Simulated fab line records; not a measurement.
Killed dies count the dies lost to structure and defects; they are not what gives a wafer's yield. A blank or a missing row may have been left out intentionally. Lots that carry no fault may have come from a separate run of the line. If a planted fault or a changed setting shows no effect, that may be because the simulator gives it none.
fab line records / flow n5_finfet
[record] lots = 12 wafers = 36 last_day = 20
route steps=1938 shown MOL_CONTACT_COAG@557 BEOL_M15@1817 MIM_TOP@1838 MIM_TOP_ETCH@1853 PASSIVATION@1936
lots that met no fault: taken from a fault-free run of the same line
start_h: hours from the record's opening day to when the first of the lot's shown wafers began / wait_h: hours from the lot's prior step to this one / " as in the row above / L1.1+2: a row that stands for several wafers / - no value, or no start was given / * or withheld: withheld / < > ~ a bound
route shown NAME@n: NAME is a module with steps in the file, n the number in the route of the first one / usual: the fault-free wafers' mean and standard deviation / same: alike in all rows / chamber/n: place in a boat / sites: each site's reading / _std_site: standard deviation across them / _edge_site: the outer-site mean with the inner-site mean subtracted / radius_mm: how far each site lies from the wafer's centre / mask NAME#n: copy n / behind: the most recent tool/chamber to have shaped the wafer / hold: cause of the lot's hold/its duration in hours/its outcome / device: whichever transistor did not switch (one of n, p or np) / end of line: tests run on the same wafers once the route is complete / for a step that has no rows: nothing shown but its recipe / killed: the dies lost at the first sort to structure and to defects; this is not the yield of the wafer / map: a wafer's dies, x killed, . not, _ none there
set.NAME: setting as actually run; set.NAME@STEP: the setting as run at that earlier step / model.NAME: the simulator's own value behind a step, which no gauge read
steps of the route over a sample of lots; a table a step, a row a wafer
services: from which hour (start_h, from the record's first day; less than 0 if before it) a tool's chamber was out of use, for how many hours, and why
[[steps]]
[step N5_MOL_CONTACT_COAG_WET_ETCH_26]
[recipe] target = Co target_depth_nm = 13
lot.wafer=L104.1+4+6 tool=wet_bench-06 chamber=5,7,6 start_h=93.53 wait_h=0.0
lot.wafer=L107.1+4+5 tool=wet_bench-06 chamber=1,2,3 start_h=114.61 wait_h=0.0
lot.wafer=L108.1+4+6 tool=wet_bench-03 chamber=0,7,5 start_h=115.29 wait_h=0.0
lot.wafer=L109.4+5+6 tool=wet_bench-03 chamber=4,0,6 start_h=124.49 wait_h=0.0
lot.wafer=L110.2+3+6 tool=wet_bench-04 chamber=1,0,7 start_h=135.24 wait_h=0.0
lot.wafer=L111.1+4+5 tool=wet_bench-04 chamber=1,5,6 start_h=136.55 wait_h=0.0
lot.wafer=L114.2+3+5 tool=wet_bench-04 chamber=0,1,6 start_h=155.01 wait_h=0.0
lot.wafer=L116.1+4+5 tool=wet_bench-04 chamber=6,5,2 start_h=168.02 wait_h=0.0
lot.wafer=L121.2+3+4 tool=wet_bench-03 chamber=1,7,3 start_h=200.53 wait_h=0.0
lot.wafer=L123.2+3+4 tool=wet_bench-03 chamber=6,4,2 start_h=210.46 wait_h=0.0
lot.wafer=L126.2+4+6 tool=wet_bench-03 chamber=6,7,5 start_h=229.75 wait_h=0.0
lot.wafer=L127.1+2+5 tool=wet_bench-03 chamber=1,0,7 start_h=252.08 wait_h=0.0
[step N5_BEOL_M15_DEGAS_41]
[recipe] ambient = vacuum temp_c = 300 time_s = 60
[usual] heater_power_w = 463/27 susceptor_temp_C = 300.02/0.2
lot.wafer=L104.1 tool=pvd_sputter-01 chamber=- start_h=295.47 wait_h=0.2 heater_power_w=404 susceptor_temp_C=299.99
lot.wafer=L104.4 tool=pvd_sputter-01 chamber=- start_h=295.47 wait_h=0.2 heater_power_w=483 susceptor_temp_C=300.05
lot.wafer=L104.6 tool=pvd_sputter-01 chamber=- start_h=295.47 wait_h=0.2 heater_power_w=471 susceptor_temp_C=299.99
lot.wafer=L108.1 tool=pvd_sputter-01 chamber=- start_h=323.07 wait_h=0.2 heater_power_w=439 susceptor_temp_C=300.26
lot.wafer=L108.4 tool=pvd_sputter-01 chamber=- start_h=323.07 wait_h=0.2 heater_power_w=401 susceptor_temp_C=299.67
lot.wafer=L108.6 tool=pvd_sputter-01 chamber=- start_h=323.07 wait_h=0.2 heater_power_w=477 susceptor_temp_C=300.28
lot.wafer=L110.2 tool=pvd_sputter-03 chamber=- start_h=323.74 wait_h=0.1 heater_power_w=502 susceptor_temp_C=300.03
lot.wafer=L110.3 tool=pvd_sputter-03 chamber=- start_h=323.74 wait_h=0.1 heater_power_w=451 susceptor_temp_C=300.11
lot.wafer=L110.6 tool=pvd_sputter-03 chamber=- start_h=323.74 wait_h=0.1 heater_power_w=426 susceptor_temp_C=300.08
lot.wafer=L111.1 tool=pvd_sputter-01 chamber=- start_h=325.89 wait_h=0.0 heater_power_w=412 susceptor_temp_C=300.13
lot.wafer=L111.4 tool=pvd_sputter-01 chamber=- start_h=325.89 wait_h=0.0 heater_power_w=443 susceptor_temp_C=299.95
lot.wafer=L111.5 tool=pvd_sputter-01 chamber=- start_h=325.89 wait_h=0.0 heater_power_w=409 susceptor_temp_C=299.94
lot.wafer=L109.4 tool=pvd_sputter-02 chamber=- start_h=325.95 wait_h=0.1 heater_power_w=491 susceptor_temp_C=300.31
lot.wafer=L109.5 tool=pvd_sputter-02 chamber=- start_h=325.95 wait_h=0.1 heater_power_w=457 susceptor_temp_C=299.85
lot.wafer=L109.6 tool=pvd_sputter-02 chamber=- start_h=325.95 wait_h=0.1 heater_power_w=480 susceptor_temp_C=300.18
lot.wafer=L107.1 tool=pvd_sputter-02 chamber=- start_h=328.85 wait_h=0.4 heater_power_w=489 susceptor_temp_C=300.22
lot.wafer=L107.4 tool=pvd_sputter-02 chamber=- start_h=328.85 wait_h=0.4 heater_power_w=450 susceptor_temp_C=299.81
lot.wafer=L107.5 tool=pvd_sputter-02 chamber=- start_h=328.85 wait_h=0.4 heater_power_w=495 susceptor_temp_C=300.33
lot.wafer=L114.2 tool=pvd_sputter-02 chamber=- start_h=352.00 wait_h=0.3 heater_power_w=453 susceptor_temp_C=299.91
lot.wafer=L114.3 tool=pvd_sputter-02 chamber=- start_h=352.00 wait_h=0.3 heater_power_w=503 susceptor_temp_C=299.82
lot.wafer=L114.5 tool=pvd_sputter-02 chamber=- start_h=352.00 wait_h=0.3 heater_power_w=495 susceptor_temp_C=299.69
lot.wafer=L116.1 tool=pvd_sputter-03 chamber=- start_h=359.61 wait_h=1.8 heater_power_w=458 susceptor_temp_C=300.48
lot.wafer=L116.4 tool=pvd_sputter-03 chamber=- start_h=359.61 wait_h=1.8 heater_power_w=445 susceptor_temp_C=299.82
lot.wafer=L116.5 tool=pvd_sputter-03 chamber=- start_h=359.61 wait_h=1.8 heater_power_w=494 susceptor_temp_C=300.24
lot.wafer=L121.2 tool=pvd_sputter-01 chamber=- start_h=396.50 wait_h=0.1 heater_power_w=471 susceptor_temp_C=300.01
lot.wafer=L121.3 tool=pvd_sputter-01 chamber=- start_h=396.50 wait_h=0.1 heater_power_w=447 susceptor_temp_C=300.29
lot.wafer=L121.4 tool=pvd_sputter-01 chamber=- start_h=396.50 wait_h=0.1 heater_power_w=468 susceptor_temp_C=300.23
lot.wafer=L123.2 tool=pvd_sputter-03 chamber=- start_h=397.24 wait_h=0.2 heater_power_w=492 susceptor_temp_C=299.72
lot.wafer=L123.3 tool=pvd_sputter-03 chamber=- start_h=397.24 wait_h=0.2 heater_power_w=451 susceptor_temp_C=300.12
lot.wafer=L123.4 tool=pvd_sputter-03 chamber=- start_h=397.24 wait_h=0.2 heater_power_w=422 susceptor_temp_C=299.96
lot.wafer=L126.2 tool=pvd_sputter-01 chamber=- start_h=425.75 wait_h=0.5 heater_power_w=414 susceptor_temp_C=299.54
lot.wafer=L126.4 tool=pvd_sputter-01 chamber=- start_h=425.75 wait_h=0.5 heater_power_w=471 susceptor_temp_C=300.19
lot.wafer=L126.6 tool=pvd_sputter-01 chamber=- start_h=425.75 wait_h=0.5 heater_power_w=473 susceptor_temp_C=300.00
lot.wafer=L127.1 tool=pvd_sputter-01 chamber=- start_h=450.21 wait_h=0.4 heater_power_w=406 susceptor_temp_C=300.43
lot.wafer=L127.2 tool=pvd_sputter-01 chamber=- start_h=450.21 wait_h=0.4 heater_power_w=469 susceptor_temp_C=300.41
lot.wafer=L127.5 tool=pvd_sputter-01 chamber=- start_h=450.21 wait_h=0.4 heater_power_w=471 susceptor_temp_C=300.15
[step N5_MIM_TOP_SPUTTER_03]
[recipe] material = TiN target_thk_a = 350 temp_c = 200 power_w = 3000 chamber_pressure_pa = 0.49996 gas = Ar reactive_partial_pa = 0.37997 time_s = 89.7
[usual] cathode_dc_power_W = 3000.0/0.55 susceptor_temp_C = 199.99/0.17 throttle_valve_pct = 30.5/0.66
lot.wafer=L104.1 tool=pvd_sputter-01 chamber=- start_h=299.43 wait_h=0.0 cathode_dc_power_W=2999.8 susceptor_temp_C=200.06 throttle_valve_pct=31.8
lot.wafer=L104.4 tool=pvd_sputter-01 chamber=- start_h=299.43 wait_h=0.0 cathode_dc_power_W=3000.4 susceptor_temp_C=199.70 throttle_valve_pct=30.9
lot.wafer=L104.6 tool=pvd_sputter-01 chamber=- start_h=299.43 wait_h=0.0 cathode_dc_power_W=3000.3 susceptor_temp_C=200.02 throttle_valve_pct=31.5
lot.wafer=L108.1 tool=pvd_sputter-02 chamber=- start_h=326.53 wait_h=0.0 cathode_dc_power_W=2999.1 susceptor_temp_C=200.16 throttle_valve_pct=29.7
lot.wafer=L108.4 tool=pvd_sputter-02 chamber=- start_h=326.53 wait_h=0.0 cathode_dc_power_W=2999.6 susceptor_temp_C=200.27 throttle_valve_pct=29.9
lot.wafer=L108.6 tool=pvd_sputter-02 chamber=- start_h=326.53 wait_h=0.0 cathode_dc_power_W=3000.3 susceptor_temp_C=200.41 throttle_valve_pct=31.1
lot.wafer=L110.2 tool=pvd_sputter-02 chamber=- start_h=328.17 wait_h=0.0 cathode_dc_power_W=2999.9 susceptor_temp_C=200.07 throttle_valve_pct=30.1
lot.wafer=L110.3 tool=pvd_sputter-02 chamber=- start_h=328.17 wait_h=0.0 cathode_dc_power_W=3000.4 susceptor_temp_C=200.08 throttle_valve_pct=30.0
lot.wafer=L110.6 tool=pvd_sputter-02 chamber=- start_h=328.17 wait_h=0.0 cathode_dc_power_W=2999.9 susceptor_temp_C=199.98 throttle_valve_pct=31.1
lot.wafer=L111.1 tool=pvd_sputter-03 chamber=- start_h=330.89 wait_h=0.0 cathode_dc_power_W=3000.6 susceptor_temp_C=200.14 throttle_valve_pct=29.7
lot.wafer=L111.4 tool=pvd_sputter-03 chamber=- start_h=330.89 wait_h=0.0 cathode_dc_power_W=3000.4 susceptor_temp_C=199.90 throttle_valve_pct=31.0
lot.wafer=L111.5 tool=pvd_sputter-03 chamber=- start_h=330.89 wait_h=0.0 cathode_dc_power_W=3000.2 susceptor_temp_C=199.80 throttle_valve_pct=30.3
lot.wafer=L109.4 tool=pvd_sputter-01 chamber=- start_h=331.67 wait_h=0.0 cathode_dc_power_W=3000.0 susceptor_temp_C=200.08 throttle_valve_pct=30.9
lot.wafer=L109.5 tool=pvd_sputter-01 chamber=- start_h=331.67 wait_h=0.0 cathode_dc_power_W=2999.6 susceptor_temp_C=200.18 throttle_valve_pct=32.0
lot.wafer=L109.6 tool=pvd_sputter-01 chamber=- start_h=331.67 wait_h=0.0 cathode_dc_power_W=3000.4 susceptor_temp_C=199.88 throttle_valve_pct=30.1
lot.wafer=L107.1 tool=pvd_sputter-02 chamber=- start_h=333.35 wait_h=0.0 cathode_dc_power_W=2999.2 susceptor_temp_C=200.36 throttle_valve_pct=30.9
lot.wafer=L107.4 tool=pvd_sputter-02 chamber=- start_h=333.35 wait_h=0.0 cathode_dc_power_W=2999.4 susceptor_temp_C=199.95 throttle_valve_pct=29.7
lot.wafer=L107.5 tool=pvd_sputter-02 chamber=- start_h=333.35 wait_h=0.0 cathode_dc_power_W=3000.6 susceptor_temp_C=200.17 throttle_valve_pct=31.0
lot.wafer=L114.2 tool=pvd_sputter-01 chamber=- start_h=357.29 wait_h=0.0 cathode_dc_power_W=2999.7 susceptor_temp_C=200.25 throttle_valve_pct=31.6
lot.wafer=L114.3 tool=pvd_sputter-01 chamber=- start_h=357.29 wait_h=0.0 cathode_dc_power_W=2999.2 susceptor_temp_C=200.04 throttle_valve_pct=30.8
lot.wafer=L114.5 tool=pvd_sputter-01 chamber=- start_h=357.29 wait_h=0.0 cathode_dc_power_W=3000.2 susceptor_temp_C=200.11 throttle_valve_pct=31.0
lot.wafer=L116.1 tool=pvd_sputter-03 chamber=- start_h=364.67 wait_h=0.0 cathode_dc_power_W=2999.2 susceptor_temp_C=199.89 throttle_valve_pct=30.5
lot.wafer=L116.4 tool=pvd_sputter-03 chamber=- start_h=364.67 wait_h=0.0 cathode_dc_power_W=3000.2 susceptor_temp_C=199.77 throttle_valve_pct=30.1
lot.wafer=L116.5 tool=pvd_sputter-03 chamber=- start_h=364.67 wait_h=0.0 cathode_dc_power_W=3000.1 susceptor_temp_C=200.16 throttle_valve_pct=30.0
lot.wafer=L121.2 tool=pvd_sputter-02 chamber=- start_h=403.09 wait_h=0.0 cathode_dc_power_W=3000.2 susceptor_temp_C=200.02 throttle_valve_pct=29.8
lot.wafer=L121.3 tool=pvd_sputter-02 chamber=- start_h=403.09 wait_h=0.0 cathode_dc_power_W=3000.4 susceptor_temp_C=199.91 throttle_valve_pct=30.3
lot.wafer=L121.4 tool=pvd_sputter-02 chamber=- start_h=403.09 wait_h=0.0 cathode_dc_power_W=3000.1 susceptor_temp_C=200.12 throttle_valve_pct=31.1
lot.wafer=L123.2 tool=pvd_sputter-02 chamber=- start_h=403.45 wait_h=0.0 cathode_dc_power_W=3000.8 susceptor_temp_C=200.11 throttle_valve_pct=30.1
lot.wafer=L123.3 tool=pvd_sputter-02 chamber=- start_h=403.45 wait_h=0.0 cathode_dc_power_W=2999.9 susceptor_temp_C=199.86 throttle_valve_pct=29.9
lot.wafer=L123.4 tool=pvd_sputter-02 chamber=- start_h=403.45 wait_h=0.0 cathode_dc_power_W=3000.9 susceptor_temp_C=200.23 throttle_valve_pct=31.2
lot.wafer=L126.2 tool=pvd_sputter-03 chamber=- start_h=430.73 wait_h=0.0 cathode_dc_power_W=2999.3 susceptor_temp_C=199.86 throttle_valve_pct=30.1
lot.wafer=L126.4 tool=pvd_sputter-03 chamber=- start_h=430.73 wait_h=0.0 cathode_dc_power_W=3001.3 susceptor_temp_C=199.99 throttle_valve_pct=30.3
lot.wafer=L126.6 tool=pvd_sputter-03 chamber=- start_h=430.73 wait_h=0.0 cathode_dc_power_W=2999.5 susceptor_temp_C=199.91 throttle_valve_pct=30.7
lot.wafer=L127.1 tool=pvd_sputter-02 chamber=- start_h=455.78 wait_h=0.0 cathode_dc_power_W=2999.2 susceptor_temp_C=199.89 throttle_valve_pct=29.9
lot.wafer=L127.2 tool=pvd_sputter-02 chamber=- start_h=455.78 wait_h=0.0 cathode_dc_power_W=3000.3 susceptor_temp_C=200.13 throttle_valve_pct=30.1
lot.wafer=L127.5 tool=pvd_sputter-02 chamber=- start_h=455.78 wait_h=0.0 cathode_dc_power_W=2999.8 susceptor_temp_C=199.88 throttle_valve_pct=30.2
[step N5_MIM_TOP_ETCH_PECVD_03]
[recipe] material = SiNx target_thk_a = 200 temp_c = 400 precursor = SiH4/NH3/N2 pressure_torr = 1.5 rf_w = 300 time_s = 17.6
[usual] heater_power_w = 747/65 showerhead_plenum_p_Torr = 5.13/0.052 susceptor_temp_C = 400.01/0.2 throttle_valve_pct = 40.0/1.3
lot.wafer=L104.1 tool=pecvd-04 chamber=0 start_h=300.98 wait_h=- heater_power_w=767 showerhead_plenum_p_Torr=5.20 susceptor_temp_C=399.97 throttle_valve_pct=41.3
lot.wafer=L104.4 tool=pecvd-04 chamber=0 start_h=300.98 wait_h=- heater_power_w=774 showerhead_plenum_p_Torr=5.22 susceptor_temp_C=399.95 throttle_valve_pct=41.1
lot.wafer=L104.6 tool=pecvd-04 chamber=0 start_h=300.98 wait_h=- heater_power_w=755 showerhead_plenum_p_Torr=5.21 susceptor_temp_C=399.94 throttle_valve_pct=41.1
lot.wafer=L108.1 tool=pecvd-03 chamber=1 start_h=327.43 wait_h=- heater_power_w=746 showerhead_plenum_p_Torr=5.07 susceptor_temp_C=400.00 throttle_valve_pct=38.7
lot.wafer=L108.4 tool=pecvd-03 chamber=0 start_h=327.43 wait_h=- heater_power_w=772 showerhead_plenum_p_Torr=5.13 susceptor_temp_C=400.20 throttle_valve_pct=41.8
lot.wafer=L108.6 tool=pecvd-03 chamber=2 start_h=327.43 wait_h=- heater_power_w=636 showerhead_plenum_p_Torr=5.04 susceptor_temp_C=400.19 throttle_valve_pct=39.6
lot.wafer=L110.2 tool=pecvd-02 chamber=2 start_h=329.07 wait_h=- heater_power_w=728 showerhead_plenum_p_Torr=5.10 susceptor_temp_C=400.00 throttle_valve_pct=39.9
lot.wafer=L110.3 tool=pecvd-02 chamber=1 start_h=329.07 wait_h=- heater_power_w=749 showerhead_plenum_p_Torr=5.12 susceptor_temp_C=400.03 throttle_valve_pct=38.5
lot.wafer=L110.6 tool=pecvd-02 chamber=0 start_h=329.07 wait_h=- heater_power_w=744 showerhead_plenum_p_Torr=5.21 susceptor_temp_C=399.74 throttle_valve_pct=39.3
lot.wafer=L111.1 tool=pecvd-02 chamber=2 start_h=331.80 wait_h=- heater_power_w=630 showerhead_plenum_p_Torr=5.11 susceptor_temp_C=400.32 throttle_valve_pct=40.1
lot.wafer=L111.4 tool=pecvd-02 chamber=0 start_h=331.80 wait_h=- heater_power_w=790 showerhead_plenum_p_Torr=5.21 susceptor_temp_C=399.68 throttle_valve_pct=39.0
lot.wafer=L111.5 tool=pecvd-02 chamber=1 start_h=331.80 wait_h=- heater_power_w=639 showerhead_plenum_p_Torr=5.12 susceptor_temp_C=400.24 throttle_valve_pct=38.7
lot.wafer=L109.4 tool=pecvd-02 chamber=0 start_h=332.59 wait_h=- heater_power_w=840 showerhead_plenum_p_Torr=5.20 susceptor_temp_C=399.61 throttle_valve_pct=39.2
lot.wafer=L109.5 tool=pecvd-02 chamber=2 start_h=332.59 wait_h=- heater_power_w=676 showerhead_plenum_p_Torr=5.10 susceptor_temp_C=399.96 throttle_valve_pct=40.6
lot.wafer=L109.6 tool=pecvd-02 chamber=1 start_h=332.59 wait_h=- heater_power_w=656 showerhead_plenum_p_Torr=5.12 susceptor_temp_C=400.31 throttle_valve_pct=38.8
lot.wafer=L107.1 tool=pecvd-02 chamber=0 start_h=334.45 wait_h=- heater_power_w=845 showerhead_plenum_p_Torr=5.21 susceptor_temp_C=400.06 throttle_valve_pct=39.3
lot.wafer=L107.4 tool=pecvd-02 chamber=0 start_h=334.45 wait_h=- heater_power_w=874 showerhead_plenum_p_Torr=5.19 susceptor_temp_C=399.98 throttle_valve_pct=38.8
lot.wafer=L107.5 tool=pecvd-02 chamber=2 start_h=334.45 wait_h=- heater_power_w=706 showerhead_plenum_p_Torr=5.11 susceptor_temp_C=399.97 throttle_valve_pct=40.4
lot.wafer=L114.2 tool=pecvd-02 chamber=1 start_h=358.80 wait_h=- heater_power_w=646 showerhead_plenum_p_Torr=5.12 susceptor_temp_C=400.09 throttle_valve_pct=38.6
lot.wafer=L114.3 tool=pecvd-02 chamber=2 start_h=358.80 wait_h=- heater_power_w=734 showerhead_plenum_p_Torr=5.10 susceptor_temp_C=400.06 throttle_valve_pct=40.5
lot.wafer=L114.5 tool=pecvd-02 chamber=2 start_h=358.80 wait_h=- heater_power_w=740 showerhead_plenum_p_Torr=5.10 susceptor_temp_C=399.83 throttle_valve_pct=40.4
lot.wafer=L116.1 tool=pecvd-04 chamber=1 start_h=365.45 wait_h=- heater_power_w=771 showerhead_plenum_p_Torr=5.14 susceptor_temp_C=399.80 throttle_valve_pct=38.0
lot.wafer=L116.4 tool=pecvd-04 chamber=1 start_h=365.45 wait_h=- heater_power_w=751 showerhead_plenum_p_Torr=5.14 susceptor_temp_C=399.97 throttle_valve_pct=38.0
lot.wafer=L116.5 tool=pecvd-04 chamber=0 start_h=365.45 wait_h=- heater_power_w=736 showerhead_plenum_p_Torr=5.21 susceptor_temp_C=400.19 throttle_valve_pct=41.2
lot.wafer=L121.2 tool=pecvd-04 chamber=2 start_h=404.12 wait_h=- heater_power_w=805 showerhead_plenum_p_Torr=5.10 susceptor_temp_C=400.31 throttle_valve_pct=42.3
lot.wafer=L121.3 tool=pecvd-04 chamber=0 start_h=404.12 wait_h=- heater_power_w=781 showerhead_plenum_p_Torr=5.20 susceptor_temp_C=400.31 throttle_valve_pct=41.1
lot.wafer=L121.4 tool=pecvd-04 chamber=2 start_h=404.12 wait_h=- heater_power_w=822 showerhead_plenum_p_Torr=5.10 susceptor_temp_C=400.38 throttle_valve_pct=42.3
lot.wafer=L123.2 tool=pecvd-02 chamber=2 start_h=404.36 wait_h=- heater_power_w=647 showerhead_plenum_p_Torr=5.09 susceptor_temp_C=399.81 throttle_valve_pct=40.8
lot.wafer=L123.3 tool=pecvd-02 chamber=0 start_h=404.36 wait_h=- heater_power_w=896 showerhead_plenum_p_Torr=5.20 susceptor_temp_C=400.05 throttle_valve_pct=39.0
lot.wafer=L123.4 tool=pecvd-02 chamber=0 start_h=404.36 wait_h=- heater_power_w=896 showerhead_plenum_p_Torr=5.20 susceptor_temp_C=400.26 throttle_valve_pct=39.0
lot.wafer=L126.2 tool=pecvd-02 chamber=0 start_h=431.58 wait_h=- heater_power_w=903 showerhead_plenum_p_Torr=5.21 susceptor_temp_C=399.78 throttle_valve_pct=39.2
lot.wafer=L126.4 tool=pecvd-02 chamber=0 start_h=431.58 wait_h=- heater_power_w=876 showerhead_plenum_p_Torr=5.20 susceptor_temp_C=399.65 throttle_valve_pct=39.1
lot.wafer=L126.6 tool=pecvd-02 chamber=1 start_h=431.58 wait_h=- heater_power_w=741 showerhead_plenum_p_Torr=5.11 susceptor_temp_C=399.95 throttle_valve_pct=38.7
lot.wafer=L127.1 tool=pecvd-03 chamber=0 start_h=456.68 wait_h=- heater_power_w=763 showerhead_plenum_p_Torr=5.12 susceptor_temp_C=400.11 throttle_valve_pct=42.6
lot.wafer=L127.2 tool=pecvd-03 chamber=1 start_h=456.68 wait_h=- heater_power_w=781 showerhead_plenum_p_Torr=5.07 susceptor_temp_C=399.99 throttle_valve_pct=38.6
lot.wafer=L127.5 tool=pecvd-03 chamber=0 start_h=456.68 wait_h=- heater_power_w=783 showerhead_plenum_p_Torr=5.12 susceptor_temp_C=400.02 throttle_valve_pct=42.3
[step N5_PASSIVATION_PROBE_49]
[usual] killed_at_M0_to_M3 = 36/11 killed_at_M4_up = 14/5.6 killed_at_contacts = 11/5.6 killed_at_front_end = 40/12 killed_at_other = 4/3.2 killed_dies = 105/17 killed_open = 69/12 killed_short = 34/8.4
[same] gross_dies = 1180 killed_at_back_side = 0
lot.wafer=L114.2 tool=prober-01 chamber=- start_h=367.47 wait_h=0.1 killed_at_M0_to_M3=41 killed_at_M4_up=14 killed_at_contacts=92 killed_at_front_end=27 killed_at_other=0 killed_dies=174 killed_open=54 killed_short=34
lot.wafer=L114.3 tool=prober-01 chamber=- start_h=367.52 wait_h=0.1 killed_at_M0_to_M3=47 killed_at_M4_up=15 killed_at_contacts=86 killed_at_front_end=41 killed_at_other=2 killed_dies=191 killed_open=65 killed_short=42
lot.wafer=L114.5 tool=prober-01 chamber=- start_h=367.62 wait_h=0.2 killed_at_M0_to_M3=46 killed_at_M4_up=9 killed_at_contacts=159 killed_at_front_end=36 killed_at_other=3 killed_dies=253 killed_open=54 killed_short=46
lot.wafer=L116.1 tool=prober-02 chamber=- start_h=376.69 wait_h=0.0 killed_at_M0_to_M3=38 killed_at_M4_up=11 killed_at_contacts=147 killed_at_front_end=43 killed_at_other=3 killed_dies=242 killed_open=65 killed_short=33
lot.wafer=L116.4 tool=prober-02 chamber=- start_h=376.84 wait_h=0.2 killed_at_M0_to_M3=20 killed_at_M4_up=16 killed_at_contacts=171 killed_at_front_end=37 killed_at_other=6 killed_dies=250 killed_open=61 killed_short=34
lot.wafer=L116.5 tool=prober-02 chamber=- start_h=376.89 wait_h=0.2 killed_at_M0_to_M3=24 killed_at_M4_up=7 killed_at_contacts=151 killed_at_front_end=32 killed_at_other=5 killed_dies=219 killed_open=54 killed_short=19
lot.wafer=L121.2 tool=prober-01 chamber=- start_h=414.50 wait_h=0.1 killed_at_M0_to_M3=17 killed_at_M4_up=12 killed_at_contacts=11 killed_at_front_end=52 killed_at_other=2 killed_dies=94 killed_open=64 killed_short=23
lot.wafer=L121.4 tool=prober-01 chamber=- start_h=414.60 wait_h=0.2 killed_at_M0_to_M3=41 killed_at_M4_up=8 killed_at_contacts=10 killed_at_front_end=40 killed_at_other=2 killed_dies=101 killed_open=67 killed_short=34
// killed by level:class
L114.2 MOL_CONTACT_COAG:unspecified=85 BEOL_M0_SAQP:geometric_particle:short=11 BEOL_M3:geometric_particle:open=9 FIN_SAQP:geometric_particle:short=7 MOL_CONTACT_COAG:geometric_particle:open=6 BEOL_M2:geometric_particle:open=6 BEOL_M4:geometric_particle:open=6 BEOL_M0_SAQP:geometric_particle:open=5
L114.3 MOL_CONTACT_COAG:unspecified=82 BEOL_M3:geometric_particle:open=17 FIN_SAQP:geometric_particle:short=16 FIN_SAQP:geometric_particle:open=10 BEOL_M0_SAQP:geometric_particle:short=8 BEOL_M0_SAQP:geometric_particle:open=6 BEOL_M4:geometric_particle:open=6 BEOL_M3:geometric_particle:short=4
L114.5 MOL_CONTACT_COAG:unspecified=153 BEOL_M0_SAQP:geometric_particle:short=13 FIN_SAQP:geometric_particle:open=12 FIN_SAQP:geometric_particle:short=11 BEOL_M0_SAQP:geometric_particle:open=8 BEOL_M1:geometric_particle:open=6 BEOL_M2:geometric_particle:short=5 BEOL_M4:geometric_particle:open=5
L116.1 MOL_CONTACT_COAG:unspecified=144 BEOL_M0_SAQP:geometric_particle:open=13 STI_FIN_REVEAL:geometric_particle:open=10 BEOL_M0_SAQP:geometric_particle:short=9 BEOL_M2:geometric_particle:open=8 FIN_SAQP:geometric_particle:short=7 FIN_SAQP:geometric_particle:open=6 STI_FIN_REVEAL:geometric_particle:short=4
L116.4 MOL_CONTACT_COAG:unspecified=151 MOL_CONTACT_COAG:geometric_particle:open=16 BEOL_M4:geometric_particle:open=8 FIN_SAQP:geometric_particle:short=7 STI_FIN_REVEAL:geometric_particle:open=6 BEOL_M0_SAQP:geometric_particle:open=6 BEOL_M3:geometric_particle:open=6 FIN_SAQP:geometric_particle:open=4
L116.5 MOL_CONTACT_COAG:unspecified=144 STI_FIN_REVEAL:geometric_particle:open=11 BEOL_M0_SAQP:geometric_particle:open=8 BEOL_M2:geometric_particle:open=8 MOL_CONTACT_COAG:geometric_particle:open=7 DUMMY_GATE:geometric_particle:open=6 ILD0:geometric_particle:short=4 BEOL_M3:geometric_particle:open=3
L121.2 STI_FIN_REVEAL:geometric_particle:open=16 MOL_CONTACT_COAG:geometric_particle:open=8 FIN_SAQP:geometric_particle:open=6 STARTING-WAFER:geometric_particle:open=5 DUMMY_GATE:geometric_particle:open=5 BEOL_M2:geometric_particle:open=5 BEOL_M4:geometric_particle:open=5 HKMG_FIN:area_etch=5
L121.4 BEOL_M0_SAQP:geometric_particle:short=14 DUMMY_GATE:geometric_particle:open=11 FIN_SAQP:geometric_particle:open=9 BEOL_M0_SAQP:geometric_particle:open=9 STI_FIN_REVEAL:geometric_particle:open=8 BEOL_M1:geometric_particle:open=7 MOL_CONTACT_COAG:geometric_particle:open=6 BEOL_M4:geometric_particle:open=5
[[services]]
tool=pvd_sputter-01 chamber=- start_h=88.43 hours=11.4 kind=repair
tool=pecvd-02 chamber=- start_h=100.63 hours=55.4 kind=repair
tool=pecvd-03 chamber=0 start_h=112.17 hours=8.8 kind=repair
tool=pvd_sputter-01 chamber=- start_h=115.28 hours=5.0 kind=repair
tool=wet_bench-06 chamber=- start_h=115.37 hours=2.7 kind=repair
tool=pvd_sputter-01 chamber=- start_h=137.31 hours=1.3 kind=repair
tool=pvd_sputter-03 chamber=- start_h=164.50 hours=2.8 kind=repair
tool=pecvd-03 chamber=- start_h=174.30 hours=14.6 kind=pm
tool=pecvd-02 chamber=- start_h=190.02 hours=14.6 kind=pm
tool=pecvd-03 chamber=2 start_h=212.06 hours=18.9 kind=repair
tool=pecvd-02 chamber=0 start_h=215.90 hours=2.2 kind=repair
tool=wet_bench-04 chamber=- start_h=218.60 hours=2.1 kind=repair
tool=wet_bench-03 chamber=- start_h=218.99 hours=4.4 kind=pm
tool=wet_bench-04 chamber=- start_h=242.27 hours=1.9 kind=pm
tool=pecvd-03 chamber=- start_h=270.21 hours=0.6 kind=repair
tool=pecvd-04 chamber=0 start_h=282.82 hours=14.2 kind=repair
tool=pvd_sputter-02 chamber=- start_h=295.39 hours=5.2 kind=repair
tool=pecvd-03 chamber=0 start_h=296.00 hours=7.2 kind=repair
tool=pecvd-03 chamber=2 start_h=318.15 hours=4.3 kind=repair
tool=wet_bench-06 chamber=- start_h=356.69 hours=3.2 kind=repair
tool=pvd_sputter-02 chamber=- start_h=366.81 hours=8.6 kind=repair
tool=pvd_sputter-02 chamber=- start_h=396.80 hours=1.1 kind=repair
tool=pecvd-04 chamber=0 start_h=416.56 hours=4.7 kind=repair
tool=wet_bench-04 chamber=- start_h=441.19 hours=5.5 kind=repair
[[key]]
[first_sign] step = N5_PASSIVATION_PROBE_49 reading = killed_at_contacts direction = up sigmas = 22 usual = 11 struck = 134
[effect] step = N5_PASSIVATION_PROBE_49 reading = killed_dies direction = up sigmas = 6.7 usual = 105 struck = 222
[more_kills_born_at] N5_MOL_CONTACT_COAG_WET_ETCH_26@wet_bench-04 = 759
met_at N5_MOL_CONTACT_COAG_WET_ETCH_26
struck_lots L114,L116
tester_left_out L114,L116
not_acting_at N5_BEOL_M15_DEGAS_41,N5_MIM_TOP_SPUTTER_03,N5_MIM_TOP_ETCH_PECVD_03
onset_between 136.55 155.01
[fault] kind = chamber_particle_source tool = wet_bench-04 chamber = - onset_h = 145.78 steps = N5_MOL_CONTACT_COAG_WET_ETCH_26 rate_per_visit_cm2 = 1.3887 end_h = 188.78
// tester_left_out: of these lots the tester's yield and bins aren't shown, on N5 and GAA mostly nor the transistor test; their killed dies are dies lost to structure and defects alone, not to doping, threshold or leakage, so they don't give the yield
